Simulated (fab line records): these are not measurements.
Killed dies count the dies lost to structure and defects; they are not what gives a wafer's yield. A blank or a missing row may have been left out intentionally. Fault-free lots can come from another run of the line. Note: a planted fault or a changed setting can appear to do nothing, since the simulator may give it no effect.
Lot-split experiment + flow n5-finfet + 39 wafers read across 7 lots, on a route 1938 steps long

== THE SPLIT ITSELF ==
At N5_MOL_CONTACT_COAG_VIA_ETCH_46 (etches SiO2 in C4F6/O2, target depth 46 nm, overetch 9.2 nm, time 40 s), the setting target-depth-a was moved away from the recipe's 460 angstrom on 9 of the 39 wafers read, by -41.0% to +33.0%. For the rest of the wafers, this setting stayed at what the recipe calls for.

Reading taken at the split's own step.

== THE READING ==
SOC_of_MOL_CONTACT_COAG_COAT_75.thk-nm (the simulator's own value, which no gauge read), in nm, at N5_MOL_CONTACT_COAG_VIA_ETCH_46 (etches SiO2 in C4F6/O2, target depth 46 nm, overetch 9.2 nm, time 40 s). The file does not state a usual value for it. Across the 30 wafers here that went through the recipe, the average is 50.8 nm and the standard deviation 0.21 nm.

| wafer  | tool, chamber at the split | target-depth-a as run, angstrom | against the recipe | SOC_of_MOL_CONTACT_COAG_COAT_75.thk-nm, nm | against lot-mates on the recipe |
|--------|----------------------------|---------------------------------|--------------------|--------------------------------------------|---------------------------------|
| L083.1 | rie-diel-06, 2,0           | 460                             | recipe             | 50.8                                       | -                               |
| L083.4 | rie-diel-06, 2,0           | 460                             | recipe             | 50.8                                       | -                               |
| L083.2 | rie-diel-06, 3,1           | 611.9                           | +33.0%             | 48.8                                       | -1.9                            |
| L083.3 | rie-diel-06, 3,1           | 611.9                           | +33.0%             | 48.8                                       | -1.9                            |
| L083.5 | rie-diel-06, 1             | 611.9                           | +33.0%             | 49                                         | -1.7                            |
| L083.6 | rie-diel-06, 2             | 460                             | recipe             | 50.6                                       | -                               |
| L087.1 | rie-diel-06, 3             | 460                             | recipe             | 50.6                                       | -                               |
| L087.3 | rie-diel-06, 1             | 460                             | recipe             | 50.8                                       | -                               |
| L087.4 | rie-diel-06, 0             | 460                             | recipe             | 51                                         | -                               |
| L089.1 | rie-diel-04, 2             | 460                             | recipe             | 51                                         | -                               |
| L089.2 | rie-diel-04, 1,3           | 574                             | +24.8%             | 49.4                                       | -1.6                            |
| L089.5 | rie-diel-04, 1,3           | 574                             | +24.8%             | 49.4                                       | -1.6                            |
| L089.3 | rie-diel-04, 3             | 460                             | recipe             | 50.8                                       | -                               |
| L089.4 | rie-diel-04, 1             | 574                             | +24.8%             | 49.6                                       | -1.4                            |
| L089.6 | rie-diel-04, 2             | 460                             | recipe             | 51.2                                       | -                               |
| L091.1 | rie-diel-06, 3,1,2         | 460                             | recipe             | 50.8                                       | -                               |
| L091.4 | rie-diel-06, 3,1,2         | 460                             | recipe             | 50.8                                       | -                               |
| L091.6 | rie-diel-06, 3,1,2         | 460                             | recipe             | 50.8                                       | -                               |
| L091.2 | rie-diel-06, 0,3           | 460                             | recipe             | 50.6                                       | -                               |
| L091.5 | rie-diel-06, 0,3           | 460                             | recipe             | 50.6                                       | -                               |
| L091.3 | rie-diel-06, 2             | 460                             | recipe             | 51                                         | -                               |
| L092.1 | rie-diel-06, 2,1,0,3,3     | 460                             | recipe             | 50.6                                       | -                               |
| L092.2 | rie-diel-06, 2,1,0,3,3     | 460                             | recipe             | 50.6                                       | -                               |
| L092.3 | rie-diel-06, 2,1,0,3,3     | 460                             | recipe             | 50.6                                       | -                               |
| L092.4 | rie-diel-06, 2,1,0,3,3     | 460                             | recipe             | 50.6                                       | -                               |
| L092.5 | rie-diel-06, 2,1,0,3,3     | 460                             | recipe             | 50.6                                       | -                               |
| L092.6 | rie-diel-06, 0             | 460                             | recipe             | 50.8                                       | -                               |
| L094.1 | rie-diel-02, 0             | 460                             | recipe             | 50.4                                       | -                               |
| L094.2 | rie-diel-02, 3             | 460                             | recipe             | 51.2                                       | -                               |
| L094.3 | rie-diel-02, 2             | 460                             | recipe             | 50.8                                       | -                               |
| L094.4 | rie-diel-02, 1,3,2         | 460                             | recipe             | 51                                         | -                               |
| L094.5 | rie-diel-02, 1,3,2         | 460                             | recipe             | 51                                         | -                               |
| L094.6 | rie-diel-02, 1,3,2         | 460                             | recipe             | 51                                         | -                               |
| L095.1 | rie-diel-02, 0             | 271.3                           | -41.0%             | 52.6                                       | +1.9                            |
| L095.2 | rie-diel-02, 1,3           | 271.3                           | -41.0%             | 53                                         | +2.3                            |
| L095.4 | rie-diel-02, 1,3           | 271.3                           | -41.0%             | 53                                         | +2.3                            |
| L095.3 | rie-diel-02, 2             | 460                             | recipe             | 50.6                                       | -                               |
| L095.5 | rie-diel-02, 0             | 460                             | recipe             | 50.4                                       | -                               |
| L095.6 | rie-diel-02, 3             | 460                             | recipe             | 51                                         | -                               |
The file does not say which wafer passed through which chamber wherever a row lists several chambers: such a row stands for several wafers.

FIT RESULTS
A straight line over all 39 wafers: SOC_of_MOL_CONTACT_COAG_COAT_75.thk-nm changes by -0.0534 nm for each +1% of target-depth-a; r = -0.97; the points scatter about the line by 0.2 nm.
The same after taking each lot's own level away (the mean of its wafers on the recipe; 39 wafers): -0.056 nm for each +1%; r = -0.98; scatter 0.18 nm.
According to that fit, moving target-depth-a by its largest amount changes the reading by 2.3 nm.
Measured against the standard deviation above, the lots' own levels, which go from 50.63 to 51.00 nm, span 1.8 times it.
The two slopes are in agreement: the lot-to-lot level therefore moves the slope only a little.
Check: with one of the wafers moved furthest among these (-41.0%) left out of the fit, the line predicts +2.36 nm for it against its lot-mates. It came out at +1.93 nm against them.

== THE OTHER SPLITS THESE WAFERS WENT THROUGH ==
Note: prior to the reading, these wafers also went through further splits. Each is held against what the fit with the lots' levels taken away leaves over:
| other split on the same wafers        | wafers away from the commonest value | r with SOC_of_MOL_CONTACT_COAG_COAT_75.thk-nm (lot level and that fit taken away) |
|---------------------------------------|--------------------------------------|-----------------------------------------------------------------------------------|
| N5_WELL_APT_DEVELOP_07 develop-time-s | 15                                   | +0.00                                                                             |
| N5_DUMMY_GATE_CVD_03 target-thk-a     | 24                                   | -0.11                                                                             |
| N5_SD_EPI_P_EPI_21 time-s             | 15                                   | -0.01                                                                             |

== FILE'S OWN FIT ==
SOC_of_MOL_CONTACT_COAG_COAT_75.thk-nm changes by -0.0561 nm for each +1% of target-depth-a, r = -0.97.
